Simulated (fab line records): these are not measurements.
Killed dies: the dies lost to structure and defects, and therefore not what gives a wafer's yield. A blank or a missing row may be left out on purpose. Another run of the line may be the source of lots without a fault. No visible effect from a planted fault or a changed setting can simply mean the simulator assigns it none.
fab line records + flow n5-finfet
[record]
- lots = 6
- wafers = 18
- last-day = 17
route steps=1938 shown HKMG_FIN@407 PASSIVATION@1936
lots with no fault: from the same line, run without faults
start-h: start of the lot's first displayed wafer, in hours after the record's first day + wait-h: hours from the lot's prior step to this one + " the same as in the row above + L1.1+2: a single row standing in for several wafers + - no value present, or no start provided + * or withheld: withheld + < > ~ a bound
route shown NAME@n: NAME is a module with steps in the file, n the number in the route of the first one + usual: mean and standard deviation over wafers with no fault + same: alike in all rows + chamber/n: place in a boat + sites: readings site by site + _std_site: standard deviation of those values + _edge_site: outer sites' mean less inner sites' + radius-mm: how far each site lies from the wafer's centre + mask NAME#n: copy n + behind: tool/chamber where the wafer was last shaped + hold: reason for holding the lot/hours on hold/outcome of the hold + device: the transistor (n, p or np) that didn't switch + end of line: tests run on the same wafers once the route is complete + step lacking rows: just its recipe + killed: dies that structure and defects cost at the first sort, which is not the same as the wafer's yield + map: per-die view of a wafer (x killed, . not killed, _ where there is no die)
set.NAME: the setting as run; set.NAME@STEP: as run at that earlier step + model.NAME: the simulator's own value behind a step, which no gauge read
certain route steps with their lots: each step a table, each wafer a row
services: when a tool's chamber went out of use (start-h, in hours from the record's first day, below 0 if earlier), for how many hours, and the reason
[[steps]]
[step N5_HKMG_FIN_STRIP_93]
[recipe]
- chemistry = N2/H2
- material = SOC
- time-s = 20
- power-w = 500
- temp-c = 40
- pressure-mtorr = 50
- rf-frequency-hz = 6e+07
- bias-power-w = 8
- h2-frac = 0.5
- n2-flow-sccm = 300
- h2-flow-sccm = 300
[usual]
- bias-power-w = 8.001/0.024
- drypump-motor-current-A = 5.9/0.34
- oes-product-au = 0.78/0.076
- power-w = 500.1/1.5
- rf-fwd-power-W = 495.0/2
- rf-vpp-V = 54.2/0.79
- showerhead-plenum-p-Torr = 3.41/0.095
- throttle-valve-pct = 19.0/0.37
| lot.wafer | tool        | chamber | start-h | wait-h | bias-power-w | drypump-motor-current-A | oes-product-au | power-w | rf-fwd-power-W | rf-hours-counter-h | rf-vpp-V | showerhead-plenum-p-Torr | throttle-valve-pct |
|-----------|-------------|---------|---------|--------|--------------|-------------------------|----------------|---------|----------------|--------------------|----------|--------------------------|--------------------|
| L995.1    | rie-diel-05 | 2       | 73.27   | 0.2    | 7.988        | 5.5                     | 0.91           | 500.5   | 494.5          | 15                 | 54.8     | 3.42                     | 18.8               |
| L995.2    | "           | 0       | "       | "      | 8.005        | 5.7                     | 0.95           | 498.1   | 493.3          | 3                  | 55.4     | 3.57                     | 18.4               |
| L995.3    | "           | 1       | "       | "      | 7.980        | 5.5                     | 0.73           | 500.8   | 497.1          | 149                | 55.5     | 3.51                     | 19.1               |
| L109.2    | rie-diel-04 | 1       | 160.22  | 0.2    | 8.008        | 6.5                     | 0.68           | 502.8   | 497.0          | 239                | 54.0     | 3.45                     | 19.0               |
| L109.3    | "           | 2       | "       | "      | 8.006        | 6.1                     | 0.75           | 498.5   | 494.2          | 156                | 53.2     | 3.37                     | 19.8               |
| L109.6    | "           | 3       | "       | "      | 8.025        | 6.3                     | 0.76           | 499.3   | 494.6          | -                  | 54.3     | 3.35                     | 19.2               |
| L113.4    | rie-diel-05 | 3       | 181.97  | 0.2    | 8.007        | 5.9                     | 0.86           | 500.2   | 493.1          | 53                 | 53.4     | 3.26                     | 18.8               |
| L113.5    | "           | 1       | "       | "      | 8.012        | 5.5                     | 0.70           | 498.4   | 496.9          | -                  | 54.9     | 3.49                     | 19.2               |
| L113.6    | "           | 0       | "       | "      | 7.993        | 5.6                     | 0.87           | 500.3   | 494.7          | -                  | 54.0     | 3.55                     | 18.4               |
| L115.1    | rie-diel-03 | 1       | 194.80  | 0.2    | 8.014        | 5.4                     | 0.75           | 503.5   | 495.8          | 171                | 53.2     | 3.22                     | 18.7               |
| L115.2    | "           | 3       | "       | "      | 8.039        | 5.6                     | 0.72           | 502.3   | 498.2          | 185                | 55.1     | 3.34                     | 19.2               |
| L115.5    | "           | 1       | "       | "      | 7.974        | 5.4                     | 0.75           | 501.1   | 498.3          | -                  | 54.4     | 3.22                     | 18.7               |
| L118.1    | rie-diel-04 | 2       | 210.71  | 0.2    | 8.030        | 6.1                     | 0.75           | 500.9   | 495.1          | 174                | 54.9     | 3.36                     | 19.8               |
| L118.4    | "           | 0       | "       | "      | 7.977        | 6.2                     | 0.70           | 497.7   | 495.8          | -                  | 53.1     | 3.45                     | 19.2               |
| L118.5    | "           | 2       | "       | "      | 8.035        | 6.1                     | 0.73           | 498.6   | 497.9          | -                  | 53.2     | 3.36                     | 19.9               |
| L117.1    | rie-diel-05 | 2       | 211.68  | 0.2    | 8.028        | 5.5                     | 0.83           | 501.0   | 496.2          | 63                 | 55.3     | 3.39                     | 18.9               |
| L117.2    | "           | 0       | "       | "      | 8.002        | 5.7                     | 0.85           | 500.8   | 493.7          | 48                 | 54.2     | 3.54                     | 18.5               |
| L117.5    | "           | 2       | "       | "      | 7.993        | 5.5                     | 0.83           | 496.6   | 497.6          | -                  | 53.9     | 3.39                     | 18.9               |
[step N5_HKMG_FIN_WET_ETCH_76]
[recipe]
- chemistry = dNH4OH
- mix = 1:50
- temp-c = 25
- target = Al2O3
- stop-on = La2O3
- target-depth-nm = 2.25
- dry = ipa-marangoni
- rinse-time-s = 30
- rinse-temp-c = 23
[step N5_HKMG_FIN_STRIP_60]
[recipe]
- chemistry = N2/H2
- power-w = 2500
- temp-c = 300
- h2-frac = 0.65
- time-s = 360
- pressure-mtorr = withheld
- n2-flow-sccm = 1750
- h2-flow-sccm = 3250
[usual]
- drypump-motor-current-A = 5.66/0.22
- heater-power-w = 485/35
| lot.wafer | tool            | chamber | start-h | wait-h | drypump-motor-current-A | heater-power-w | rf-hours-counter-h |
|-----------|-----------------|---------|---------|--------|-------------------------|----------------|--------------------|
| L995.1    | plasma-asher-02 | 1       | 73.42   | 0.0    | 5.67                    | 428            | 36                 |
| L995.2    | "               | 0       | "       | "      | 5.22                    | 545            | 36                 |
| L995.3    | "               | 0       | "       | "      | 5.23                    | 551            | -                  |
| L109.2    | plasma-asher-01 | 0       | 160.37  | 0.0    | 5.81                    | 504            | 106                |
| L109.3    | "               | 1       | "       | "      | 5.75                    | 472            | -                  |
| L109.6    | "               | 0       | "       | "      | 5.83                    | 501            | -                  |
| L113.4    | plasma-asher-01 | 1       | 182.24  | 0.1    | 5.75                    | 480            | -                  |
| L113.5    | "               | 1       | "       | "      | 5.74                    | 473            | -                  |
| L113.6    | "               | 0       | "       | "      | 5.82                    | 499            | -                  |
| L115.1    | plasma-asher-02 | 1       | 194.95  | 0.0    | 5.66                    | 426            | 56                 |
| L115.2    | "               | 0       | "       | "      | 5.22                    | 536            | 56                 |
| L115.5    | "               | 0       | "       | "      | 5.22                    | 540            | -                  |
| L118.1    | plasma-asher-01 | 0       | 210.86  | 0.0    | 5.84                    | 487            | 117                |
| L118.4    | "               | 1       | "       | "      | 5.75                    | 470            | -                  |
| L118.5    | "               | 1       | "       | "      | 5.76                    | 468            | -                  |
| L117.1    | plasma-asher-02 | 0       | 211.84  | 0.0    | 5.25                    | 542            | 58                 |
| L117.2    | "               | 1       | "       | "      | 5.66                    | 431            | 58                 |
| L117.5    | "               | 0       | "       | "      | 5.23                    | 532            | -                  |
[step N5_HKMG_FIN_WET_ETCH_77]
[recipe]
- chemistry = dHCl
- mix = 1:10000
- temp-c = 25
- target = La2O3
- stop-on = HfO2
- target-depth-nm = 2
[step N5_HKMG_FIN_WET_ETCH_78]
[recipe]
- chemistry = dNH4OH
- mix = 1:50
- temp-c = 25
- target = Al2O3
- stop-on = La2O3
- target-depth-nm = 4.5
- dry = ipa-marangoni
- rinse-time-s = 30
- rinse-temp-c = 23
[step N5_HKMG_FIN_ALD_79]
[recipe]
- material = TiN
- target-thk-a = 15
- temp-c = 400
- ald-precursor-family = TiCl4
- ald-co-reactant = NH3
- pulse-time-s = 1
- purge-time-s = 3
- co-reactant-purge-time-s = 2
- co-reactant-pulse-time-s = 2
- ald-cycles = 68
- pressure-torr = 3
[usual]
- ald-cycles = 68/0
- heater-power-w = 875/51
- precursor-pulse-height-rel = 1.001/0.02
| lot.wafer | tool         | chamber | start-h | wait-h | ald-cycles | heater-power-w | precursor-pulse-height-rel |
|-----------|--------------|---------|---------|--------|------------|----------------|----------------------------|
| L995.1    | ald-metal-03 | 1       | 73.92   | 0.0    | 68         | 921            | 1.004                      |
| L995.2    | "            | 0       | "       | "      | 68         | 902            | 0.996                      |
| L995.3    | "            | 2       | "       | "      | 68         | 825            | 1.000                      |
| L109.2    | ald-metal-02 | 0       | 160.86  | 0.0    | 68         | 1004           | 1.016                      |
| L109.3    | "            | 2       | "       | "      | 68         | 838            | 1.011                      |
| L109.6    | "            | 0       | "       | "      | 68         | 1008           | 0.991                      |
| L113.4    | ald-metal-02 | 3       | 182.61  | 0.0    | 68         | 847            | 0.966                      |
| L113.5    | "            | 2       | "       | "      | 68         | 852            | 1.014                      |
| L113.6    | "            | 1       | "       | "      | 68         | 892            | 1.008                      |
| L115.1    | ald-metal-01 | 2       | 195.44  | 0.0    | 68         | 886            | 0.977                      |
| L115.2    | "            | 0       | "       | "      | 68         | 909            | 0.999                      |
| L115.5    | "            | 2       | "       | "      | 68         | 891            | 0.993                      |
| L118.1    | ald-metal-01 | 3       | 211.35  | 0.0    | 68         | 848            | 0.984                      |
| L118.4    | "            | 2       | "       | "      | 68         | 870            | 0.984                      |
| L118.5    | "            | 1       | "       | "      | 68         | 830            | 1.005                      |
| L117.1    | ald-metal-02 | 3       | 212.38  | 0.1    | 68         | 840            | 1.020                      |
| L117.2    | "            | 1       | "       | "      | 68         | 849            | 1.079                      |
| L117.5    | "            | 2       | "       | "      | 68         | 850            | 1.017                      |
[step N5_HKMG_FIN_CVD_62]
[recipe]
- material = a-Si
- target-thk-a = 30
- temp-c = 500
- precursor = Si2H6
- pressure-torr = 1
- time-s = 20.8
[usual]
- heater-power-w = 1370/140
| lot.wafer | tool              | chamber | start-h | wait-h | heater-power-w |
|-----------|-------------------|---------|---------|--------|----------------|
| L995.1    | thermal-cvd-si-02 | 2       | 74.28   | 0.2    | 1405           |
| L995.2    | "                 | 0       | "       | "      | 1496           |
| L995.3    | "                 | 1       | "       | "      | 1257           |
| L109.2    | thermal-cvd-si-01 | 2       | 161.22  | 0.2    | 1424           |
| L109.3    | "                 | 1       | "       | "      | 1129           |
| L109.6    | "                 | 2       | "       | "      | 1426           |
| L113.4    | thermal-cvd-si-01 | 1       | 183.02  | 0.2    | 1124           |
| L113.5    | "                 | 2       | "       | "      | 1417           |
| L113.6    | "                 | 0       | "       | "      | 1541           |
| L115.1    | thermal-cvd-si-01 | 1       | 195.80  | 0.2    | 1117           |
| L115.2    | "                 | 2       | "       | "      | 1466           |
| L115.5    | "                 | 0       | "       | "      | 1525           |
| L118.1    | thermal-cvd-si-01 | 0       | 211.71  | 0.2    | 1554           |
| L118.4    | "                 | 0       | "       | "      | 1582           |
| L118.5    | "                 | 1       | "       | "      | 1105           |
| L117.1    | thermal-cvd-si-02 | 0       | 212.74  | 0.2    | 1475           |
| L117.2    | "                 | 1       | "       | "      | 1248           |
| L117.5    | "                 | 2       | "       | "      | 1400           |
[step N5_HKMG_FIN_RTA_80]
[recipe]
- temp-c = withheld
- time-s = 2
- ambient = N2
- idle-temp-c = 600
- ramp-up-c-per-s = 150
- ramp-down-c-per-s = 60
- cool-to-c = 600
[step N5_HKMG_FIN_PRECLEAN_64]
[recipe]
- chemistry = dHF
- time-s = 30
- temp-c = 25
- dilution = withheld
[step N5_HKMG_FIN_WET_ETCH_65]
[recipe]
- chemistry = TMAH
- temp-c = 70
- conc-wt-pct = 5
- target = a-Si
- stop-on = TiN
- time-s = 49
- target-depth-nm = 3
[step N5_HKMG_FIN_WET_ETCH_81]
[recipe]
- chemistry = SC1
- target = TiN
- stop-on = HfO2
- mix = 1:1:5
- temp-c = 60
- time-s = 57
- target-depth-nm = 6
[step N5_HKMG_FIN_WET_ETCH_82]
[recipe]
- chemistry = dHCl
- mix = 1:10000
- temp-c = 25
- target = La2O3
- stop-on = HfO2
- target-depth-nm = 2
- dry = ipa-marangoni
- rinse-time-s = 30
- rinse-temp-c = 23
[step N5_HKMG_FIN_ALD_36]
[recipe]
- material = TiN
- target-thk-a = 10
- temp-c = 400
- ald-precursor-family = TiCl4
- ald-co-reactant = NH3
- pulse-time-s = 1
- purge-time-s = 3
- co-reactant-purge-time-s = 2
- co-reactant-pulse-time-s = 2
- ald-cycles = 47
- pressure-torr = 3
[usual]
- ald-cycles = 47/0
- heater-power-w = 877/48
- precursor-pulse-height-rel = 1.000/0.019
| lot.wafer | tool         | chamber | start-h | wait-h | ald-cycles | heater-power-w | precursor-pulse-height-rel |
|-----------|--------------|---------|---------|--------|------------|----------------|----------------------------|
| L995.1    | ald-metal-02 | 0       | 74.71   | 0.0    | 47         | 974            | 0.994                      |
| L995.2    | "            | 2       | "       | "      | 47         | 880            | 0.970                      |
| L995.3    | "            | 1       | "       | "      | 47         | 879            | 0.987                      |
| L109.2    | ald-metal-01 | 3       | 161.78  | 0.0    | 47         | 856            | 0.971                      |
| L109.3    | "            | 0       | "       | "      | 47         | 915            | 1.038                      |
| L109.6    | "            | 0       | "       | "      | 47         | 936            | 1.009                      |
| L113.4    | ald-metal-02 | 2       | 183.37  | 0.0    | 42         | 836            | 0.974                      |
| L113.5    | "            | 3       | "       | "      | 42         | 860            | 0.971                      |
| L113.6    | "            | 0       | "       | "      | 47         | 974            | 0.973                      |
| L115.1    | ald-metal-02 | 0       | 196.19  | 0.0    | 42         | 998            | 0.995                      |
| L115.2    | "            | 3       | "       | "      | 47         | 858            | 0.972                      |
| L115.5    | "            | 2       | "       | "      | 42         | 853            | 1.012                      |
| L118.1    | ald-metal-03 | 3       | 212.31  | 0.1    | 47         | 823            | 0.963                      |
| L118.4    | "            | 0       | "       | "      | 47         | 904            | 1.001                      |
| L118.5    | "            | 2       | "       | "      | 47         | 812            | 1.007                      |
| L117.1    | ald-metal-03 | 2       | 213.14  | 0.0    | 47         | 810            | 0.984                      |
| L117.2    | "            | 3       | "       | "      | 47         | 820            | 0.972                      |
| L117.5    | "            | 2       | "       | "      | 47         | 801            | 1.021                      |
[step N5_HKMG_FIN_THK_MEAS_70]
[recipe]
- thk-meas-gauge = xrf
- reads = HfO2_of_HKMG_FIN_HK_ALD_01
[usual]
- HK_THK = 1.617/0.023
| lot.wafer | tool          | chamber | start-h | wait-h | HK_THK[nm] |
|-----------|---------------|---------|---------|--------|------------|
| L995.1    | film-metro-02 | -       | 74.99   | 0.2    | 1.675      |
| L995.2    | "             | -       | "       | "      | 1.621      |
| L995.3    | "             | -       | "       | "      | 1.635      |
| L109.2    | film-metro-01 | -       | 162.06  | 0.2    | 1.607      |
| L109.3    | "             | -       | "       | "      | 1.628      |
| L109.6    | "             | -       | "       | "      | 1.598      |
| L113.4    | film-metro-02 | -       | 183.65  | 0.2    | 1.622      |
| L113.5    | "             | -       | "       | "      | 1.646      |
| L113.6    | "             | -       | "       | "      | 1.689      |
| L115.1    | film-metro-02 | -       | 196.49  | 0.2    | 1.633      |
| L115.2    | "             | -       | "       | "      | 1.614      |
| L115.5    | "             | -       | "       | "      | 1.636      |
| L118.1    | film-metro-01 | -       | 212.59  | 0.2    | 1.611      |
| L118.4    | "             | -       | "       | "      | 1.597      |
| L118.5    | "             | -       | "       | "      | 1.587      |
| L117.1    | film-metro-02 | -       | 213.42  | 0.2    | 1.643      |
| L117.2    | "             | -       | "       | "      | 1.614      |
| L117.5    | "             | -       | "       | "      | 1.651      |
[step N5_PASSIVATION_PROBE_49]
[usual]
- killed_at_M0_to_M3 = 35/11
- killed_at_M4_up = 14/5.4
- killed-at-contacts = 12/6.2
- killed-at-front-end = 38/11
- killed-at-other = 4.1/2.8
- killed-dies = 103/17
- killed-open = 66/13
- killed-short = 34/8.2
[same]
- gross-dies = 1180
- killed-at-back-side = 0
| lot.wafer | tool      | chamber | start-h | wait-h | killed_at_M0_to_M3 | killed_at_M4_up | killed-at-contacts | killed-at-front-end | killed-at-other | killed-dies | killed-open | killed-short |
|-----------|-----------|---------|---------|--------|--------------------|-----------------|--------------------|---------------------|-----------------|-------------|-------------|--------------|
| L118.1    | prober-02 | -       | 408.96  | 0.0    | 42                 | 17              | 8                  | 38                  | 0               | 105         | 66          | 38           |
| L118.4    | prober-02 | -       | 409.11  | 0.2    | 32                 | 15              | 8                  | 29                  | 9               | 93          | 59          | 34           |
| L118.5    | prober-02 | -       | 409.16  | 0.2    | 33                 | 18              | 20                 | 28                  | 2               | 101         | 69          | 31           |
| L117.1    | prober-01 | -       | 414.12  | 0.0    | 39                 | 12              | 5                  | 37                  | 6               | 99          | 65          | 32           |
| L117.2    | prober-01 | -       | 414.17  | 0.1    | 28                 | 25              | 13                 | 25                  | 2               | 93          | 66          | 27           |
| L117.5    | prober-01 | -       | 414.32  | 0.2    | 34                 | 16              | 7                  | 52                  | 4               | 113         | 72          | 39           |
// killed by level:class
L118.1 STI_FIN_REVEAL:geometric-particle:open=16 BEOL_M0_SAQP:geometric-particle:short=14 BEOL_M0_SAQP:geometric-particle:open=9 BEOL_M4:geometric-particle:open=8 MOL_CONTACT_COAG:geometric-particle:open=7 BEOL_M3:geometric-particle:open=6 BEOL_M4:geometric-particle:short=5 FIN_SAQP:geometric-particle:open=4
L118.4 BEOL_M4:geometric-particle:open=11 BEOL_M0_SAQP:geometric-particle:short=9 BEOL_M0_SAQP:geometric-particle:open=8 GATE_CUT:geometric-particle:short=7 MOL_CONTACT_COAG:geometric-particle:open=7 BEOL_M1:geometric-particle:short=6 PASS1_DEP:geometric-particle:short=5 FIN_SAQP:geometric-particle:open=4
L118.5 MOL_CONTACT_COAG:geometric-particle:open=15 BEOL_M4:geometric-particle:open=10 BEOL_M0_SAQP:geometric-particle:short=7 BEOL_M2:geometric-particle:open=7 BEOL_M3:geometric-particle:open=6 STARTING-WAFER:geometric-particle:open=6 MOL_CONTACT_COAG:geometric-particle:short=5 BEOL_M0_SAQP:geometric-particle:open=5
L117.1 BEOL_M0_SAQP:geometric-particle:short=14 FIN_SAQP:geometric-particle:open=12 BEOL_M0_SAQP:geometric-particle:open=12 BEOL_M3:geometric-particle:open=7 BEOL_M5:geometric-particle:open=5 BEOL_M4:geometric-particle:open=5 FIN_SAQP:geometric-particle:short=4 MOL_CONTACT_COAG:geometric-particle:open=4
L117.2 BEOL_M4:geometric-particle:open=15 MOL_CONTACT_COAG:geometric-particle:open=12 BEOL_M0_SAQP:geometric-particle:short=11 FIN_SAQP:geometric-particle:open=7 BEOL_M3:geometric-particle:open=7 BEOL_M0_SAQP:geometric-particle:open=6 ILD0:geometric-particle:short=4 BEOL_M5:geometric-particle:open=4
L117.5 FIN_SAQP:geometric-particle:open=16 BEOL_M0_SAQP:geometric-particle:open=10 BEOL_M0_SAQP:geometric-particle:short=9 ILD0:geometric-particle:open=7 STARTING-WAFER:geometric-particle:short=7 BEOL_M2:geometric-particle:open=6 FIN_SAQP:geometric-particle:short=5 STI_FIN_REVEAL:geometric-particle:open=5
[[services]]
| tool              | chamber | start-h | hours | kind                          |
|-------------------|---------|---------|-------|-------------------------------|
| rie-diel-05       | 3       | 55.27   | 10.0  | repair                        |
| ald-metal-03      | -       | 59.51   | 8.7   | pm                            |
| rie-diel-04       | 2       | 65.79   | 6.7   | repair                        |
| ald-metal-01      | 1       | 78.89   | 42.1  | repair                        |
| plasma-asher-02   | -       | 85.11   | 14.6  | pm                            |
| ald-metal-03      | 1       | 87.52   | 14.0  | repair                        |
| thermal-cvd-si-01 | -       | 91.18   | 2.8   | pm                            |
| rie-diel-03       | 3       | 95.34   | 22.6  | repair                        |
| rie-diel-03       | 0       | 103.91  | 18.7  | repair                        |
| plasma-asher-02   | -       | 105.73  | 2.8   | pm                            |
| rie-diel-03       | -       | 112.50  | 2.8   | repair                        |
| rie-diel-04       | 2       | 116.92  | 6.0   | repair                        |
| thermal-cvd-si-02 | -       | 133.15  | 0.3   | repair                        |
| ald-metal-02      | -       | 156.57  | 0.7   | repair                        |
| ald-metal-01      | -       | 160.28  | 0.9   | repair                        |
| plasma-asher-01   | -       | 185.40  | 0.7   | repair                        |
| rie-diel-04       | 1       | 198.07  | -     | clean                         |
| rie-diel-04       | 1       | 198.07  | -     | consumable-replace:focus-ring |
| rie-diel-04       | 1       | 198.07  | 16.8  | scheduled-down                |
| rie-diel-04       | 1       | 198.07  | 16.8  | vent-cycle                    |
[[key]]
[first-sign]
- step = N5_HKMG_FIN_ALD_36
- reading = ald-cycles
- direction = down
- sigmas = 99+
- usual = *
- struck = *
effect none on later readings
met-at N5_HKMG_FIN_ALD_36
struck-wafers L113.4,L113.5,L115.1,L115.5
tester-left-out L113,L115
onset-between 74.71 183.37
[fault]
- kind = process-parameter-drift
- tool = ald-metal-02
- chamber = -
- onset-h = 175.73
- steps = N5_HKMG_FIN_ALD_36
- channel = ald-cycles
- offset = *
- shape = step
- end-h = 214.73
- scope = struck-wafers-only
- acts-in = *
- stated = *
// tester-left-out: of these lots the tester's yield and bins aren't shown, on N5 and GAA mostly nor the transistor test; their killed dies are dies lost to structure and defects alone, not to doping, threshold or leakage, so they don't give the yield
